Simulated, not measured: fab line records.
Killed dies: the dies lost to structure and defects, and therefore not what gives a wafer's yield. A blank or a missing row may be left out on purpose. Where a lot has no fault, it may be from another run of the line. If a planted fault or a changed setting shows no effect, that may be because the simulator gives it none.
A struck lot beside a sound one / flow n5 finfet / 15 steps out of a route of 1938
Sound: these wafers, L676.3, L676.5, L676.6. The struck wafers were L685.3, L685.5. The cause is given at the end.
Each step with rows lists, per side, the tool, then ch with its chambers, then its first start. Under that, the readings that differ: sound wafers / struck wafers / difference of the means / sigmas: that difference in standard deviations of wafers without a fault.
alike: same words and numbers on both sides, and readings whose means sit less than 2 such deviations apart. not compared: any withheld reading, any reading some wafer has no value for, any bound like >300 that may hide the same value, and any number with overlapping values for which the record gives no deviation.
A row with sigmas, a row that says differs or no value, or rows on one side alone: a step with any of these is where the two part. Numbers that don't overlap but have no deviation are shown without sigmas and don't part them. A reading missing from all wafers of one side parts the sides only when that side holds two or more wafers.

N5_BEOL_M12_TRENCH_ETCH_34: etches SiOC in C4F8/O2/Ar, target depth 318.95 nm, time 125.5 s.
  sound on rie diel-02 ch 0,1, day 11 14:26; struck on rie diel-04 ch 0,2, day 13 19:50
  alike: drypump motor current A, oes product au, rf vpp V, showerhead plenum p Torr, throttle valve pct
  not compared: rf hours counter h
then, 1 step without rows for these wafers: N5_BEOL_M12_STRIP_70 (strips in C4F8/O2/Ar).
N5_BEOL_M12_OCD_MEAS_35:
  sound on ocd-01 at day 11 14:36; struck on ocd-02 at day 13 19:59
  alike: trench depth nm
then, 4 steps without rows for these wafers: N5_BEOL_M12_STRIP_37 (strips in N2/H2); N5_BEOL_M12_ETCH_38 (etches SiCN in CF4/N2, target depth 68.7 nm, time 73.4 s); N5_BEOL_M12_PRECLEAN_39 (cleans in residue remover, time 60 s); N5_BEOL_M12_SRD_40 (time 30 s, dry time 30 s).
N5_BEOL_M12_DEGAS_41: time 60 s.
  sound on pvd sputter-02 at day 11 22:13; struck on pvd sputter-01 at day 13 21:38
  alike: heater power w
N5_BEOL_M12_PRE_CLEAN_42: time 30 s.
  sound on pvd sputter-02 at day 11 22:15; struck on pvd sputter-01 at day 13 21:40
  alike: heater power w
then, 1 step without rows for these wafers: N5_BEOL_M12_SPUTTER_43 (material TaN, target thk 15 nm, time 24.19 s).
N5_BEOL_M12_SPUTTER_44: material Ta, target thk 10 nm, time 16.13 s.
  sound on pvd sputter-02 at day 11 22:22; struck on pvd sputter-01 at day 13 21:47
  alike: chamber pressure pa, throttle valve pct
then, 1 step without rows for these wafers: N5_BEOL_M12_SPUTTER_45 (material Cu, target thk 80 nm, time 13.33 s).
N5_BEOL_M12_ECD_47: material Cu, target thk 720 nm.
  sound on ecd cu-02 ch 0,1, day 11 22:37; struck on ecd cu-02 ch 0, day 13 22:02
reading=model.Cu_of_BEOL_M12_ECD_47.thk nm (nm); sound=734.6 725.6 744.4; struck=552.2 542.8; difference=-187.4; sigmas=
N5_BEOL_M12_ANNEAL_48: time 90 s.
  sound on rtp anneal-01 ch 0, day 11 23:14; struck on rtp anneal-01 ch 0, day 13 22:13
  alike: wafer_temp_C_max
then, 1 step without rows for these wafers: N5_PASSIVATION_PROBE_49.

WHERE THEY PART
Nowhere in this record.

WHY: what had been put in by the simulator
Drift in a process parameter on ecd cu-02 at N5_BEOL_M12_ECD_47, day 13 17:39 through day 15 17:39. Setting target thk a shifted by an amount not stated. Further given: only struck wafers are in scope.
